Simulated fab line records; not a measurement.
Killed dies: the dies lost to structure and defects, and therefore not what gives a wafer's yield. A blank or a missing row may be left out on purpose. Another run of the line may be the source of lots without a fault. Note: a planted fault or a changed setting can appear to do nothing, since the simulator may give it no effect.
fab line records | flow n5_finfet
[record] lots = 7 wafers = 39
route steps=1938 shown DUMMY_GATE@243 SD_EPI_P@308 GATE_CUT@501 MOL_CONTACT_COAG@541
start_h: hours from the record's first day to the start of the lot's first wafer shown | wait_h: hours elapsed since this lot's preceding step | " repeats the value in the row above | L1.1+2: one row covering several wafers at once | - value missing, or start not given | * or withheld: withheld | < > ~ a bound
route shown NAME@n: names a module that has steps shown in the file, with the first one's number in the route | usual: the fault-free wafers' mean and standard deviation | same: alike in all rows | chamber/n: place in a boat | sites: each site's reading | _std_site: the standard deviation of these | _edge_site: mean of outer sites minus mean of inner sites | radius_mm: how far each site lies from the wafer's centre | mask NAME#n: copy n | behind: the most recent tool/chamber to have shaped the wafer | hold: why the lot went on hold/how many hours it stayed there/how the hold came to an end | device: the transistor (n, p or np) that didn't switch | end of line: tests of these same wafers at the route's end | for a step that has no rows: nothing shown but its recipe | killed: count of dies lost to structure and defects at first sort (not the wafer's yield) | map: dies across one wafer; x = killed, . = not, _ = none there
set.NAME: the setting that was run; set.NAME@STEP: the one run at that earlier step | model.NAME: the simulator's own value behind a step, which no gauge read
lots where settings were altered on purpose, with a table for each step and a row for each wafer
[[steps]]
[step N5_DUMMY_GATE_ETCH_31]
[recipe] chemistry = C4F6/O2 target = SiO2 mask_material = SOC target_depth_a = 825 time_s = 27.5 ion_energy_ev = 250 pressure_mtorr = 30 source_w = 345 bias_w = 185 Ar_flow_sccm = 300 C4F6_flow_sccm = 10 O2_flow_sccm = 10
// columns lot.wafer tool chamber start_h wait_h set.target_depth_a model.etch.depth_nm
L077.1 rie_diel-03 0 65.57 0.0 825 81.71
L077.2 " 2 " " 825 82.71
L077.3 " 3 " " 825 81.17
L077.4 " 1 " " 867.1 86.77
L077.5 " 2 " " 867.1 85.82
L077.6 " 3 " " 867.1 85.29
L079.1 rie_diel-03 0 76.70 0.0 825 80.22
L079.2 " 1 " " 825 83.01
L079.3 " 3 " " 825 80.51
L079.4 " 2 " " 736.3 72.73
L079.5 " 0 " " 736.3 71.73
L079.6 " 1 " " 736.3 73.6
L082.1 rie_diel-04 1 94.75 0.0 825 81.79
L082.2 " 0 " " 867.6 87.37
L082.3 " 3 " " 867.6 87.93
L082.4 " 2 " " 867.6 88.65
L082.5 " 3 " " 825 83.51
L082.6 " 0 " " 825 82.97
L083.1 rie_diel-06 2 102.72 0.1 825 82.84
L083.2 " 3 " " 825 81.45
L083.3 " 0 " " 825 82.29
L083.4 " 1 " " 825 83.89
L083.5 " 1 " " 825 83.57
L083.6 " 0 " " 825 82.42
L084.1 rie_diel-03 2 109.85 0.3 917.8 90.38
L084.2 " 3 " " 825 81.09
L084.3 " 0 " " 825 80.99
L084.4 " 3 " " 917.8 89.79
L084.5 " 2 " " 917.8 90.32
L084.6 " 0 " " 825 81.43
L092.1 rie_diel-03 2 154.99 0.1 825 80.85
L092.2 " 1 " " 825 83.06
L092.3 " 3 " " 825 80.65
L094.1 rie_diel-03 2 166.47 0.0 825 80.53
L094.2 " 1 " " 825 83.72
L094.3 " 3 " " 825 81.28
L094.4 " 3 " " 825 80.85
L094.5 " 1 " " 825 83.29
L094.6 " 2 " " 825 81.38
[step N5_SD_EPI_P_ETCH_37]
[recipe] chemistry = N2/H2 target = SOC overetch_a = 1080 mask_material = SiARC temp_c = 40 ion_energy_ev = 100 source_w = 3000 bias_w = 133 pressure_mtorr = 20 time_s = 486 n2_flow_sccm = 200 h2_flow_sccm = 200 ends = end_point
[usual] rf_vpp_V = 240.5/1.3
// columns lot.wafer tool chamber start_h wait_h set.source_w rf_vpp_V model.SiARC_of_SD_EPI_P_COAT_35.thk_nm
L077.1 rie_diel-06 2 72.04 0.0 3000 241.5 20.2
L077.2 " 3 " " 3386 233.0 19
L077.3 " 0 " " 3000 241.9 19.8
L077.4 " 1 " " 3386 229.5 17.6
L077.5 " 2 " " 3386 231.1 18.8
L077.6 " 1 " " 3000 240.0 19.2
L079.1 rie_diel-04 0 83.36 0.0 3000 240.1 19.2
L079.2 " 3 " " 2678 250.7 20.4
L079.3 " 2 " " 3000 239.8 19.4
L079.4 " 1 " " 3000 243.2 19.4
L079.5 " 2 " " 2678 249.8 20.8
L079.6 " 3 " " 2678 249.2 20.4
L082.1 rie_diel-04 0 101.27 0.0 3000 240.3 19.6
L082.2 " 1 " " 3000 241.8 19.6
L082.3 " 2 " " 3000 241.3 19.8
L082.4 " 3 " " 3000 241.0 19.2
L082.5 " 2 " " 3000 240.3 19.6
L082.6 " 3 " " 3000 240.8 19.4
L083.1 rie_diel-06 1 109.31 0.0 3000 238.0 19
L083.2 " 2 " " 3000 240.9 20
L083.3 " 3 " " 3000 241.4 20.2
L083.4 " 0 " " 3000 240.9 20
L083.5 " 3 " " 3000 240.5 20
L083.6 " 2 " " 3000 240.9 20
L084.1 rie_diel-03 1 117.52 0.0 3413 230.6 18.4
L084.2 " 3 " " 3413 229.7 18.6
L084.3 " 0 " " 3000 236.8 20.4
L084.4 " 2 " " 3413 231.7 18.2
L084.5 " 0 " " 3000 238.0 20.2
L084.6 " 3 " " 3000 239.3 20.4
L092.1 rie_diel-06 2 161.85 0.0 3000 239.6 20.2
L092.2 " 0 " " 3000 242.4 20.2
L092.3 " 1 " " 3000 238.5 19.2
L094.1 rie_diel-04 0 173.30 0.0 3000 238.6 19.2
L094.2 " 1 " " 3391 229.1 17.4
L094.3 " 3 " " 3391 231.1 17.8
L094.4 " 2 " " 3000 239.9 19.8
L094.5 " 2 " " 3000 239.8 19.8
L094.6 " 1 " " 3391 231.2 17.4
[step N5_GATE_CUT_CUT_ETCH_54]
[recipe] chemistry = Cl2/BCl3 target = TiN mask_material = SiO2 target_depth_a = 967 pressure_mtorr = 10 icp_w = 1000 bias_w = 126 Cl2_flow_sccm = 53.25 bcl3_flow_sccm = 21.75 Ar_flow_sccm = 25 ends = cleared
[usual] etch_rf_on_time_s = 36.5/0.91
// columns lot.wafer tool chamber start_h wait_h set.icp_w etch_rf_on_time_s
L077.1 rie_metal-03 0 101.59 0.0 1000 36.5
L077.2 " 1 " " 1000 37.5
L077.3 " 0 " " 1000 36.4
L077.4 " 1 " " 1000 37.1
L077.5 " 0 " " 1000 36.8
L077.6 " 1 " " 1000 37.6
L079.1 rie_metal-01 0 113.20 0.0 1000 35.3
L079.2 " 1 " " 1000 34.9
L079.3 " 1 " " 1115 31.6
L079.4 " 0 " " 1000 35.8
L079.5 " 0 " " 1115 32.5
L079.6 " 1 " " 1115 31.7
L082.1 rie_metal-02 0 130.65 0.0 1000 37.2
L082.2 " 1 " " 1000 36.2
L082.3 " 0 " " 1000 37.5
L082.4 " 1 " " 1000 36.5
L082.5 " 0 " " 1000 37.4
L082.6 " 1 " " 1000 36.5
L083.1 rie_metal-03 0 138.54 0.0 1088 34.3
L083.2 " 1 " " 1000 38.0
L083.3 " 0 " " 1000 36.8
L083.4 " 1 " " 1088 35.1
L083.5 " 1 " " 1000 38.1
L083.6 " 0 " " 1088 34.4
L084.1 rie_metal-01 1 147.39 0.0 848.4 40.5
L084.2 " 0 " " 1000 35.9
L084.3 " 1 " " 848.4 40.7
L084.4 " 0 " " 848.4 41.4
L084.5 " 1 " " 1000 35.0
L084.6 " 0 " " 1000 36.3
L092.1 rie_metal-02 0 195.14 0.0 1000 37.7
L092.2 " 1 " " 1000 36.0
L092.3 " 1 " " 1000 36.1
L094.1 rie_metal-01 0 204.52 0.0 880.2 40.5
L094.2 " 1 " " 1000 35.5
L094.3 " 0 " " 880.2 40.6
L094.4 " 1 " " 1000 35.9
L094.5 " 0 " " 1000 36.0
L094.6 " 1 " " 880.2 40.0
[step N5_MOL_CONTACT_COAG_IMPLANT_129]
[recipe] species = Ge energy_kev = 3 dose_cm2 = 6e+14 tilt_deg = 0 rotation_deg = 0
// columns lot.wafer tool chamber start_h wait_h set.energy_kev model.implant.rp_nm model.implant.drp_nm
L077.1+2+3+4+5+6 implanter-01 0 105.52 0.0 3 6.093 2.134
L079.1+3+5 implanter-01 0 117.11 0.0 3 6.166 2.134
L079.2+4+6 " 0 " " 3.739 6.98 2.447
L082.1+4+6 implanter-01 0 134.54 0.0 3.783 7.199 2.465
L082.2+3+5 " 0 " " 3 6.316 2.134
L083.1+3+6 implanter-01 0 142.45 0.0 3 6.206 2.134
L083.2+4+5 " 0 " " 2.67 5.817 1.985
L084.1+2+3 implanter-02 0 152.21 0.0 3 6.094 2.134
L084.4+5+6 " 0 " " 2.501 5.511 1.907
L092.1+2+3 implanter-02 0 198.91 0.0 3 6.259 2.134
L094.1+2+3+4+5+6 implanter-02 0 209.14 0.0 3 6.15 2.134
[[key]]
[split] step = N5_DUMMY_GATE_ETCH_31 setting = target_depth_a stated = 825 by = wafer
[response] step = N5_DUMMY_GATE_ETCH_31 reading = model.etch.depth_nm change = +0.818 per = 1% r = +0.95
[split] step = N5_SD_EPI_P_ETCH_37 setting = source_w stated = 3000 by = wafer
[response] step = N5_SD_EPI_P_ETCH_37 reading = rf_vpp_V change = -0.69 per = 1% r = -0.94
[response] step = N5_SD_EPI_P_ETCH_37 reading = model.SiARC_of_SD_EPI_P_COAT_35.thk_nm change = -0.129 per = 1% r = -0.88
[split] step = N5_GATE_CUT_CUT_ETCH_54 setting = icp_w stated = 1000 by = wafer
[response] step = N5_GATE_CUT_CUT_ETCH_54 reading = etch_rf_on_time_s change = * per = 1% r = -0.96
[split] step = N5_MOL_CONTACT_COAG_IMPLANT_129 setting = energy_kev stated = 3 by = wafer
[response] step = N5_MOL_CONTACT_COAG_IMPLANT_129 reading = model.implant.rp_nm change = +0.0339 per = 1% r = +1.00
[response] step = N5_MOL_CONTACT_COAG_IMPLANT_129 reading = model.implant.drp_nm change = +0.0129 per = 1% r = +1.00
